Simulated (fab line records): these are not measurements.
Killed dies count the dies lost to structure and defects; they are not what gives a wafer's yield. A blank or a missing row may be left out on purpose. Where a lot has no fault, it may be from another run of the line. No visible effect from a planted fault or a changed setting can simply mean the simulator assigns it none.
fab line records	flow n5_finfet
[record] lots = 6	wafers = 18	last_day = 17
route steps=1938 shown BEOL_M1@756 BEOL_M4@1111 PASSIVATION@1936
lots that met no fault: from a run of the same line without faults
start_h: hours from the record's first day to the start of the lot's first wafer shown	wait_h: how many hours have passed since the lot's step before this one	" identical to the entry in the row above	L1.1+2: a row that stands for several wafers	- either no value or no given start	* or withheld: withheld	< > ~ a bound
route shown NAME@n: a module of which the file shows steps, and the number in the route of the first	usual: mean and standard deviation over wafers with no fault	same: alike in all rows	chamber/n: place in a boat	sites: per-site readings	_std_site: how widely they spread, as a standard deviation	_edge_site: the outer-site mean with the inner-site mean subtracted	radius_mm: how far each site lies from the wafer's centre	mask NAME#n: copy n	behind: the tool/chamber that last shaped the wafer	hold: why the lot was held/for how many hours/how that ended	device: whichever transistor did not switch (one of n, p or np)	end of line: at the end of the route, the tests of the same wafers	where a step has no rows: the recipe by itself	killed: the dies lost at the first sort to structure and to defects; this is not the yield of the wafer	map: the dies of a wafer, with x for killed, . for not killed, _ for no die there
set.NAME: setting as actually run; set.NAME@STEP: the setting as run at that earlier step	model.NAME: the simulator's own value behind a step, which no gauge read
lots at some steps of the route; a table a step, a row a wafer
services: the hour from which a tool's chamber was out of use, counted from the record's first day as start_h (under 0 if before that day), plus the number of hours and why
[[steps]]
[step N5_BEOL_M1_COAT_62]
[recipe] resist = SiARC	temp_c = 220	time_s = 60	spin_rpm = 1500	resist_thk_nm = 12
[step N5_BEOL_M1_COAT_73]
[recipe] resist = underlayer	temp_c = 205	time_s = 60	spin_rpm = 1500	resist_thk_nm = 5
[step N5_BEOL_M1_COAT_05]
[recipe] resist = CAR-EUV	spin_rpm = 1500	resist_thk_nm = 30
[step N5_BEOL_M1_EBR_07]
[recipe] solvent = PGMEA	ebr_width_mm = 1.5
[step N5_BEOL_M1_SOFTBAKE_06]
[recipe] temp_c = 110	time_s = 60	resist = CAR-EUV
[step N5_BEOL_M1_EXPOSE_08]
[recipe] mask_id = M1	na = 0.33	source_shape = dipole	sigma_inner = 0.369	sigma_outer = 0.767	polarization = unpolarized	dose_mj = 33
[step N5_BEOL_M1_PEB_09]
[recipe] peb_temp_c = 100	peb_time_s = 60	resist = CAR-EUV
[step N5_BEOL_M1_DEVELOP_10]
[recipe] develop_time_s = 30	developer = TMAH	resist = CAR-EUV	rinse_liquid = surfactant_rinse	dry = air_spin	dev_temp_c = 23
[step N5_BEOL_M1_CD_MEAS_11]
[recipe] target_cd_nm = 17.05	landing_energy_ev = 500	detector = se_inlens	polarity = opening
[usual] cd_nm = 17.14/0.24
lot.wafer	tool	chamber	start_h	wait_h	cd_nm
L591.2	cd_sem-03	0	135.95	-	17.08
L591.3	"	0	"	"	16.65
L591.6	"	0	"	"	16.98
L599.1	cd_sem-03	0	178.63	-	17.10
L599.4	"	0	"	"	16.84
L599.6	"	0	"	"	16.90
L606.1	cd_sem-03	0	217.09	-	17.28
L606.2	"	0	"	"	16.80
L606.3	"	0	"	"	17.23
L607.1	cd_sem-02	0	231.35	-	17.17
L607.3	"	0	"	"	17.07
L607.5	"	0	"	"	16.81
L610.2	cd_sem-02	0	239.15	-	16.95
L610.3	"	0	"	"	17.23
L610.6	"	0	"	"	17.06
L612.1	cd_sem-02	0	261.57	-	17.23
L612.3	"	0	"	"	16.56
L612.6	"	0	"	"	16.81
[step N5_BEOL_M1_OVL_MEAS_12]
[recipe] points_per_wafer = 522
[usual] M1_OVL = -0.3/0.72
lot.wafer	tool	chamber	start_h	wait_h	M1_OVL[nm]
L591.2	overlay-01	0	135.99	0.0	-1.5
L591.3	"	0	"	"	-2.2
L591.6	"	0	"	"	-1.7
L599.1	overlay-02	0	178.66	0.0	0.3
L599.4	"	0	"	"	-0.5
L599.6	"	0	"	"	0.4
L606.1	overlay-02	0	217.12	0.0	0.4
L606.2	"	0	"	"	0.4
L606.3	"	0	"	"	-0.4
L607.1	overlay-01	0	231.38	0.0	-0.3
L607.3	"	0	"	"	-1.4
L607.5	"	0	"	"	-0.5
L610.2	overlay-02	0	239.18	0.0	-0.2
L610.3	"	0	"	"	0.5
L610.6	"	0	"	"	-0.5
L612.1	overlay-02	0	261.60	0.0	-1.4
L612.3	"	0	"	"	-1.2
L612.6	"	0	"	"	-1.7
[step N5_BEOL_M1_INSPECT_13]
[recipe] mode = adi	inspect_instrument = brightfield
[usual] raw_defect_count = 427/97
lot.wafer	tool	chamber	start_h	wait_h	raw_defect_count
L591.2	defect_inspect-02	-	136.04	0.0	407
L591.3	"	-	"	"	432
L591.6	"	-	"	"	412
L599.1	defect_inspect-01	-	178.72	0.1	661
L599.4	"	-	"	"	563
L599.6	"	-	"	"	478
L606.1	defect_inspect-02	-	217.18	0.1	409
L606.2	"	-	"	"	393
L606.3	"	-	"	"	350
L607.1	defect_inspect-02	-	231.44	0.1	319
L607.3	"	-	"	"	456
L607.5	"	-	"	"	455
L610.2	defect_inspect-01	-	239.23	0.0	464
L610.3	"	-	"	"	408
L610.6	"	-	"	"	495
L612.1	defect_inspect-01	-	261.66	0.1	256
L612.3	"	-	"	"	246
L612.6	"	-	"	"	255
[step N5_BEOL_M1_DESCUM_16]
[recipe] chemistry = O2	time_s = 7	source_power_w = 50	bias_power_w = 20	pressure_mtorr = 20	rf_frequency_hz = 2.712e+07	temp_c = 40	resist = CAR-EUV	o2_flow_sccm = 225
[usual] bias_power_w = 20.01/0.066	drypump_motor_current_A = 5.8/0.51	oes_product_au = 0.81/0.092	rf_vpp_V = 242.7/1.1	showerhead_plenum_p_Torr = 2.05/0.048	throttle_valve_pct = 20.29/0.29
lot.wafer	tool	chamber	start_h	wait_h	bias_power_w	drypump_motor_current_A	oes_product_au	rf_hours_counter_h	rf_vpp_V	showerhead_plenum_p_Torr	throttle_valve_pct
L591.2	rie_diel-05	2	136.07	0.0	20.02	5.7	0.89	32	242.8	2.12	19.89
L591.3	"	0	"	"	19.99	6.4	0.80	87	242.2	2.03	20.53
L591.6	"	0	"	"	19.99	6.4	0.80	-	241.3	2.03	20.52
L599.1	rie_diel-05	1	178.91	0.2	20.04	5.5	0.83	53	245.0	2.11	20.01
L599.4	"	2	"	"	20.09	5.7	0.88	45	242.1	2.11	19.90
L599.6	"	3	"	"	20.09	5.6	0.95	-	244.1	2.13	20.31
L606.1	rie_diel-05	0	217.21	0.0	19.96	6.4	0.77	112	240.9	2.02	20.57
L606.2	"	1	"	"	19.96	5.4	0.81	65	242.6	2.10	20.02
L606.3	"	2	"	"	20.00	5.7	0.85	56	243.7	2.11	19.93
L607.1	rie_diel-05	2	231.48	0.0	20.02	5.7	0.84	62	244.0	2.10	19.94
L607.3	"	0	"	"	19.98	6.4	0.77	118	241.6	2.02	20.57
L607.5	"	0	"	"	20.11	6.4	0.77	-	241.1	2.02	20.56
L610.2	rie_diel-03	3	239.37	0.1	20.01	6.4	0.87	43	241.4	2.02	19.81
L610.3	"	1	"	"	20.00	4.7	0.89	48	241.7	2.03	20.43
L610.6	"	2	"	"	20.13	5.2	0.71	-	242.4	2.07	20.66
L612.1	rie_diel-03	3	261.69	0.0	20.07	6.4	0.87	49	242.8	2.01	19.84
L612.3	"	1	"	"	19.97	4.7	0.86	53	242.8	2.03	20.44
L612.6	"	2	"	"	20.02	5.2	0.70	-	242.7	2.07	20.67
[step N5_BEOL_M1_ETCH_74]
[recipe] chemistry = N2/H2	target = underlayer	target_depth_a = 65	mask_material = CAR-EUV	time_s = 5.2	ion_energy_ev = 200	pressure_mtorr = 30	source_w = 840	bias_w = 150	n2_flow_sccm = 200	h2_flow_sccm = 200	ends = cleared
[usual] drypump_motor_current_A = 5.8/0.51	etch_rf_on_time_s = 5.13/0.2	oes_product_au = 0.69/0.081	rf_vpp_V = 522.9/2.1	showerhead_plenum_p_Torr = 2.51/0.059	throttle_valve_pct = 17.80/0.23
lot.wafer	tool	chamber	start_h	wait_h	drypump_motor_current_A	etch_rf_on_time_s	oes_product_au	rf_hours_counter_h	rf_vpp_V	showerhead_plenum_p_Torr	throttle_valve_pct
L591.2	rie_diel-05	2	136.11	0.0	5.8	5.14	0.76	32	526.5	2.59	17.50
L591.3	"	0	"	"	6.4	5.06	0.68	87	521.2	2.48	18.07
L591.6	"	0	"	"	6.4	5.04	0.68	-	521.6	2.48	18.07
L599.1	rie_diel-05	1	178.95	0.0	5.5	5.45	0.70	53	527.7	2.57	17.47
L599.4	"	2	"	"	5.7	5.23	0.74	45	528.3	2.58	17.49
L599.6	"	3	"	"	5.5	4.78	0.84	-	524.7	2.63	17.95
L606.1	rie_diel-05	0	217.25	0.0	6.4	5.16	0.65	112	522.5	2.47	18.12
L606.2	"	1	"	"	5.4	5.44	0.68	65	524.8	2.56	17.49
L606.3	"	2	"	"	5.7	6.42	0.65	56	526.1	2.58	17.48
L607.1	rie_diel-05	2	231.51	0.0	5.7	5.20	0.72	62	527.4	2.58	17.48
L607.3	"	0	"	"	6.4	6.18	0.60	118	521.2	2.47	18.15
L607.5	"	0	"	"	6.4	6.19	0.58	-	521.1	2.47	18.08
L610.2	rie_diel-03	3	239.40	0.0	6.4	4.77	0.78	43	522.9	2.50	17.65
L610.3	"	1	"	"	4.7	5.14	0.74	48	524.4	2.49	18.02
L610.6	"	2	"	"	5.2	5.03	0.61	-	522.3	2.50	18.15
L612.1	rie_diel-03	3	261.73	0.0	6.4	4.85	0.77	49	521.1	2.50	17.66
L612.3	"	1	"	"	4.7	5.15	0.74	53	522.5	2.49	18.04
L612.6	"	2	"	"	5.2	5.04	0.60	-	522.7	2.50	18.14
[step N5_BEOL_M1_ETCH_63]
[recipe] chemistry = CF4	target = SiARC	target_depth_a = 156	mask_material = CAR-EUV	time_s = 26	ion_energy_ev = 80	pressure_mtorr = 40	source_w = 545	bias_w = 36	Ar_flow_sccm = 100	cf4_flow_sccm = 100	ends = cleared
[usual] drypump_motor_current_A = 5.8/0.51	etch_rf_on_time_s = 25.7/1	oes_product_au = 0.70/0.081	rf_vpp_V = 183.8/0.96	showerhead_plenum_p_Torr = 2.11/0.045	throttle_valve_pct = 15.53/0.26
lot.wafer	tool	chamber	start_h	wait_h	drypump_motor_current_A	etch_rf_on_time_s	oes_product_au	rf_hours_counter_h	rf_vpp_V	showerhead_plenum_p_Torr	throttle_valve_pct
L591.2	rie_diel-05	2	136.12	0.0	5.7	26.0	0.76	32	184.3	2.16	15.04
L591.3	"	0	"	"	6.4	25.3	0.68	87	184.2	2.08	15.65
L591.6	"	0	"	"	6.4	25.4	0.68	-	183.1	2.08	15.65
L599.1	rie_diel-05	1	178.97	0.0	5.4	26.8	0.71	53	185.5	2.18	15.31
L599.4	"	2	"	"	5.8	26.1	0.74	45	183.0	2.15	15.05
L599.6	"	3	"	"	5.5	24.2	0.84	-	184.6	2.19	15.48
L606.1	rie_diel-05	0	217.26	0.0	6.4	25.2	0.66	112	182.8	2.07	15.70
L606.2	"	1	"	"	5.4	26.8	0.69	65	184.9	2.17	15.34
L606.3	"	2	"	"	5.7	26.3	0.73	56	185.5	2.15	15.07
L607.1	rie_diel-05	2	231.53	0.0	5.7	26.3	0.72	62	184.7	2.15	15.08
L607.3	"	0	"	"	6.4	25.4	0.66	118	182.5	2.07	15.73
L607.5	"	0	"	"	6.4	25.4	0.66	-	182.8	2.07	15.71
L610.2	rie_diel-03	3	239.42	0.0	6.4	24.0	0.78	43	182.6	2.10	15.18
L610.3	"	1	"	"	4.7	25.5	0.74	48	183.4	2.10	15.74
L610.6	"	2	"	"	5.2	25.5	0.61	-	183.2	2.13	15.84
L612.1	rie_diel-03	3	261.74	0.0	6.4	23.8	0.77	49	182.9	2.10	15.18
L612.3	"	1	"	"	4.7	25.3	0.74	53	182.9	2.10	15.75
L612.6	"	2	"	"	5.2	25.4	0.61	-	184.6	2.12	15.85
[step N5_BEOL_M4_RC_MEAS_101]
[usual] DIBL_N = 37.3/2.3	DIBL_P = 37.4/2.9	IOFF_N = 0.18/0.045	IOFF_P = 0.25/0.054	ION_N = 679/15	ION_P = 468/9.7	SS_N = 71.8/0.62	SS_P = 73.6/0.76	VT_N = 248/4.1	VT_P = -248/3.6
lot.wafer	tool	chamber	start_h	wait_h	DIBL_N[mV/V]	DIBL_P[mV/V]	IOFF_N[nA/um]	IOFF_P[nA/um]	ION_N[uA/um]	ION_P[uA/um]	SS_N[mV/dec]	SS_P[mV/dec]	VT_N[mV]	VT_P[mV]
L591.2	prober-01	0	182.72	0.2	35.3	35.3	0.13	0.23	666	466	71.9	73.4	255	-243
L591.3	"	0	"	"	39.5	39.8	0.22	0.34	697	486	72.1	74.6	245	-240
L591.6	"	0	"	"	38.5	39.0	0.19	0.30	684	468	72.4	74.3	248	-243
L599.1	prober-02	0	217.87	0.0	36.9	37.5	0.17	0.22	681	476	71.2	73.7	252	-250
L599.4	"	0	"	"	39.8	41.5	0.23	0.31	696	481	72.6	74.1	246	-245
L599.6	"	0	"	"	37.7	37.9	0.17	0.23	679	464	71.3	73.6	251	-250
L606.1	prober-02	0	268.65	0.0	31.8	32.1	0.12	0.17	649	452	71.1	72.6	253	-250
L606.2	"	0	"	"	33.8	35.0	0.13	0.21	653	451	71.4	72.4	254	-249
L606.3	"	0	"	"	31.2	31.6	0.11	0.17	663	460	70.8	72.3	251	-252
L607.1	prober-01	0	270.67	0.0	34.9	34.4	0.15	0.20	670	465	70.9	72.8	253	-249
L607.3	"	0	"	"	37.3	38.6	0.20	0.29	688	472	71.8	74.5	248	-245
L607.5	"	0	"	"	37.0	37.9	0.19	0.26	665	460	71.6	74.1	248	-249
L610.2	prober-01	0	292.18	0.2	41.3	43.0	0.27	0.40	708	496	73.1	74.5	242	-240
L610.3	"	0	"	"	40.9	42.5	0.25	0.37	685	481	72.1	74.9	242	-241
L610.6	"	0	"	"	39.7	41.2	0.23	0.33	675	475	71.7	74.3	245	-243
L612.1	prober-01	0	300.52	0.0	35.7	35.9	0.15	0.20	665	462	71.9	72.8	253	-251
L612.3	"	0	"	"	38.5	39.3	0.19	0.26	687	470	72.2	74.0	247	-245
L612.6	"	0	"	"	37.6	38.3	0.18	0.24	690	468	72.0	74.0	247	-249
[step N5_PASSIVATION_PROBE_49]
[usual] defect_limited_yield = 91.3/1.5	killed_at_M0_to_M3 = 35/8.7	killed_at_M4_up = 14/5.5	killed_at_contacts = 11/5.6	killed_at_front_end = 39/13	killed_at_other = 3.7/2.2	killed_dies = 103/18	killed_open = 69/14	killed_short = 33/7.8	sort_bin_4_leakage = 0.02/0.15	sort_bin_5_function = 5.1/0.99	sort_bin_6_memory = 3.3/0.67	sort_bin_8_speed = 0.02/0.17	sort_n_pass = 1077/18	sort_yield_pct = 91.2/1.5
[same] gross_dies = 1180	killed_at_back_side = 0
lot.wafer	tool	chamber	start_h	wait_h	defect_limited_yield[%]	killed_at_M0_to_M3	killed_at_M4_up	killed_at_contacts	killed_at_front_end	killed_at_other	killed_dies	killed_open	killed_short	sort_bin_4_leakage[%]	sort_bin_5_function[%]	sort_bin_6_memory[%]	sort_bin_8_speed[%]	sort_n_pass	sort_yield_pct[%]
L591.2	prober-02	-	286.78	0.1	88.9	33	8	10	79	1	131	90	40	0	6.2	4.7	0	1049	88.9
L591.3	prober-02	-	286.83	0.1	91.5	22	13	16	47	2	100	77	21	0	5.3	2.9	0	1080	91.5
L591.6	prober-02	-	286.98	0.3	90.8	19	14	14	56	5	108	68	39	0	4.7	4.0	0	1072	90.8
L599.1	prober-01	-	325.63	0.0	93.6	20	7	3	41	5	76	44	32	0	4.0	2.3	0	1104	93.6
L599.4	prober-01	-	325.78	0.2	91.9	27	16	6	45	2	96	55	41	0	4.9	3.1	0	1084	91.9
L599.6	prober-01	-	325.88	0.3	93.3	15	9	6	45	4	79	47	30	0	4.1	2.5	0	1101	93.3
L606.1	prober-01	-	377.61	0.0	93.5	30	6	9	30	2	77	52	24	0	3.5	2.6	0.08	1102	93.4
L606.2	prober-01	-	377.66	0.1	89.9	42	22	14	37	4	119	75	44	0	5.6	4.2	0	1061	89.9
L606.3	prober-01	-	377.71	0.1	92.2	32	12	10	37	1	92	64	28	0	4.2	3.3	0	1088	92.2
L607.1	prober-01	-	377.95	0.0	94.5	23	12	5	21	4	65	41	22	0	3.6	1.7	0	1115	94.5
L607.3	prober-01	-	378.05	0.1	94.7	12	11	18	12	9	62	38	20	0	2.5	2.5	0	1118	94.7
L607.5	prober-01	-	378.15	0.2	94.4	30	13	4	14	5	66	51	15	0	3.3	2.3	0	1114	94.4
L610.2	prober-02	-	412.47	0.1	89.7	34	12	12	61	3	122	77	42	0.08	5.8	3.6	0	1057	89.6
L610.3	prober-02	-	412.52	0.1	90.3	40	8	17	47	2	114	70	44	0	6.3	3.1	0	1066	90.3
L610.6	prober-02	-	412.67	0.3	91.0	32	13	10	47	4	106	59	38	0	4.9	2.7	0	1074	91.0
L612.1	prober-02	-	415.37	0.0	93.1	26	19	5	28	4	82	60	21	0	4.3	2.5	0	1098	93.1
L612.3	prober-02	-	415.47	0.1	91.1	35	19	16	30	5	105	72	33	0	5.3	3.1	0	1075	91.1
L612.6	prober-02	-	415.62	0.3	90.9	25	21	18	36	7	107	76	29	0	5.1	3.5	0	1073	90.9
// killed by level:class
L591.2 FIN_SAQP:geometric_particle:open=21 FIN_SAQP:geometric_particle:short=18 STI_FIN_REVEAL:geometric_particle:open=16 BEOL_M0_SAQP:geometric_particle:short=11 BEOL_M2:geometric_particle:open=9 DUMMY_GATE:geometric_particle:open=9 MOL_CONTACT_COAG:geometric_particle:open=8 BEOL_M0_SAQP:geometric_particle:open=8
L591.3 STI_FIN_REVEAL:geometric_particle:open=16 MOL_CONTACT_COAG:geometric_particle:open=13 FIN_SAQP:geometric_particle:open=11 FIN_SAQP:geometric_particle:short=9 BEOL_M2:geometric_particle:open=7 BEOL_M0_SAQP:geometric_particle:open=7 BEOL_M0_SAQP:geometric_particle:short=4 BEOL_M4:geometric_particle:open=4
L591.6 FIN_SAQP:geometric_particle:open=12 MOL_CONTACT_COAG:geometric_particle:open=11 STI_FIN_REVEAL:geometric_particle:open=9 FIN_SAQP:geometric_particle:short=8 GATE_CUT:geometric_particle:short=8 STI_FIN_REVEAL:geometric_particle:short=6 BEOL_M1:geometric_particle:open=6 BEOL_M2:geometric_particle:open=5
L599.1 STI_FIN_REVEAL:geometric_particle:open=10 FIN_SAQP:geometric_particle:short=8 GATE_CUT:geometric_particle:short=5 BEOL_M0_SAQP:geometric_particle:short=5 BEOL_M1:geometric_particle:open=5 BEOL_M4:geometric_particle:open=5 DUMMY_GATE:geometric_particle:open=4 FIN_SAQP:geometric_particle:open=3
L599.4 BEOL_M4:geometric_particle:open=9 STARTING-WAFER:geometric_particle:short=8 FIN_SAQP:geometric_particle:short=7 STI_FIN_REVEAL:geometric_particle:open=7 BEOL_M3:geometric_particle:open=6 FIN_SAQP:geometric_particle:open=5 MOL_CONTACT_COAG:geometric_particle:open=5 BEOL_M1:geometric_particle:open=5
L599.6 FIN_SAQP:geometric_particle:open=13 STI_FIN_REVEAL:geometric_particle:open=7 GATE_CUT:geometric_particle:short=7 MOL_CONTACT_COAG:geometric_particle:open=6 BEOL_M0_SAQP:geometric_particle:short=6 FIN_SAQP:geometric_particle:short=5 GATE_CUT:geometric_particle:open=4 BEOL_M3:geometric_particle:open=3
L606.1 BEOL_M1:geometric_particle:open=10 BEOL_M0_SAQP:geometric_particle:open=7 GATE_CUT:geometric_particle:open=5 MOL_CONTACT_COAG:geometric_particle:open=5 BEOL_M0_SAQP:geometric_particle:short=5 STI_FIN_REVEAL:geometric_particle:open=4 GATE_CUT:geometric_particle:short=4 MOL_CONTACT_COAG:geometric_particle:short=4
L606.2 BEOL_M0_SAQP:geometric_particle:short=20 MOL_CONTACT_COAG:geometric_particle:open=10 BEOL_M0_SAQP:geometric_particle:open=9 BEOL_M1:geometric_particle:open=7 BEOL_M4:geometric_particle:open=7 SPACER0:geometric_particle:open=6 BEOL_M5:geometric_particle:open=5 BEOL_M7:geometric_particle:open=5
L606.3 BEOL_M0_SAQP:geometric_particle:open=12 MOL_CONTACT_COAG:geometric_particle:open=10 BEOL_M0_SAQP:geometric_particle:short=7 GATE_CUT:geometric_particle:open=6 DUMMY_GATE:geometric_particle:open=5 BEOL_M1:geometric_particle:open=5 STI_FIN_REVEAL:geometric_particle:open=3 SPACER0:geometric_particle:short=3
L607.1 BEOL_M2:geometric_particle:open=6 STI_FIN_REVEAL:geometric_particle:open=5 STARTING-WAFER:geometric_particle:short=5 BEOL_M1:geometric_particle:open=4 FIN_SAQP:geometric_particle:open=3 MOL_CONTACT_COAG:geometric_particle:open=3 BEOL_M0_SAQP:geometric_particle:short=3 BEOL_M0_SAQP:geometric_particle:open=3
L607.3 MOL_CONTACT_COAG:geometric_particle:open=14 MOL_CONTACT_COAG:geometric_particle:short=4 FIN_SAQP:geometric_particle:open=3 BEOL_M3:geometric_particle:open=3 ILD0:geometric_particle:short=3 BEOL_M5:coat_microbubble_printed=3 BEOL_M4:geometric_particle:open=3 BEOL_M4:geometric_particle:short=3
L607.5 BEOL_M3:geometric_particle:open=10 BEOL_M0_SAQP:geometric_particle:open=7 BEOL_M2:geometric_particle:open=7 STI_FIN_REVEAL:geometric_particle:short=5 STI_FIN_REVEAL:geometric_particle:open=4 MOL_CONTACT_COAG:geometric_particle:open=4 BEOL_M5:geometric_particle:open=4 BEOL_M0_SAQP:geometric_particle:short=3
L610.2 FIN_SAQP:geometric_particle:short=15 STI_FIN_REVEAL:geometric_particle:open=14 MOL_CONTACT_COAG:geometric_particle:open=11 FIN_SAQP:geometric_particle:open=10 BEOL_M1:geometric_particle:open=10 BEOL_M3:geometric_particle:open=6 DUMMY_GATE:geometric_particle:open=5 BEOL_M0_SAQP:geometric_particle:short=5
L610.3 MOL_CONTACT_COAG:geometric_particle:open=14 FIN_SAQP:geometric_particle:short=10 BEOL_M1:geometric_particle:open=9 STI_FIN_REVEAL:geometric_particle:open=8 BEOL_M0_SAQP:geometric_particle:short=8 BEOL_M3:geometric_particle:open=8 FIN_SAQP:geometric_particle:open=7 DUMMY_GATE:geometric_particle:open=7
L610.6 STI_FIN_REVEAL:geometric_particle:open=11 HKMG_FIN:area_etch=9 MOL_CONTACT_COAG:geometric_particle:open=8 BEOL_M2:geometric_particle:open=6 BEOL_M0_SAQP:geometric_particle:short=5 BEOL_M3:geometric_particle:open=5 FIN_SAQP:geometric_particle:open=4 GATE_CUT:geometric_particle:short=4
L612.1 BEOL_M4:geometric_particle:open=12 STI_FIN_REVEAL:geometric_particle:open=7 BEOL_M0_SAQP:geometric_particle:open=6 BEOL_M0_SAQP:geometric_particle:short=5 BEOL_M1:geometric_particle:open=5 FIN_SAQP:geometric_particle:open=4 DUMMY_GATE:geometric_particle:open=4 MOL_CONTACT_COAG:geometric_particle:open=3
L612.3 MOL_CONTACT_COAG:geometric_particle:open=13 BEOL_M3:geometric_particle:open=8 GATE_CUT:geometric_particle:short=8 BEOL_M0_SAQP:geometric_particle:open=8 BEOL_M4:geometric_particle:open=8 BEOL_M0_SAQP:geometric_particle:short=7 STI_FIN_REVEAL:geometric_particle:open=6 BEOL_M1:geometric_particle:open=5
L612.6 STI_FIN_REVEAL:geometric_particle:open=19 BEOL_M4:geometric_particle:open=11 MOL_CONTACT_COAG:geometric_particle:open=11 DUMMY_GATE:geometric_particle:open=7 MOL_CONTACT_COAG:geometric_particle:short=7 BEOL_M3:geometric_particle:open=7 BEOL_M5:geometric_particle:open=5 BEOL_M0_SAQP:geometric_particle:short=5
[[services]]
tool	chamber	start_h	hours	kind
rie_diel-03	3	130.46	6.6	repair
rie_diel-05	3	157.68	15.8	repair
rie_diel-03	0	214.92	-	clean
rie_diel-03	0	214.92	-	consumable_replace:focus_ring
rie_diel-03	0	214.92	18.6	scheduled_down
rie_diel-03	0	214.92	18.6	vent_cycle
rie_diel-05	3	215.50	3.4	repair
rie_diel-05	1	223.62	5.1	repair
[[key]]
[first_sign] step = N5_BEOL_M1_ETCH_74	reading = etch_rf_on_time_s	direction = up	sigmas = 5.6	usual = *	struck = *
effect none on later readings
met_at N5_BEOL_M1_ETCH_74
struck_wafers L606.3,L607.3,L607.5
onset_between 178.95 217.25
[fault] kind = process_parameter_drift	tool = rie_diel-05	chamber = -	onset_h = 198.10	steps = N5_BEOL_M1_ETCH_74	channel = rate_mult	offset = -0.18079	shape = step	end_h = 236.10	scope = struck_wafers_only
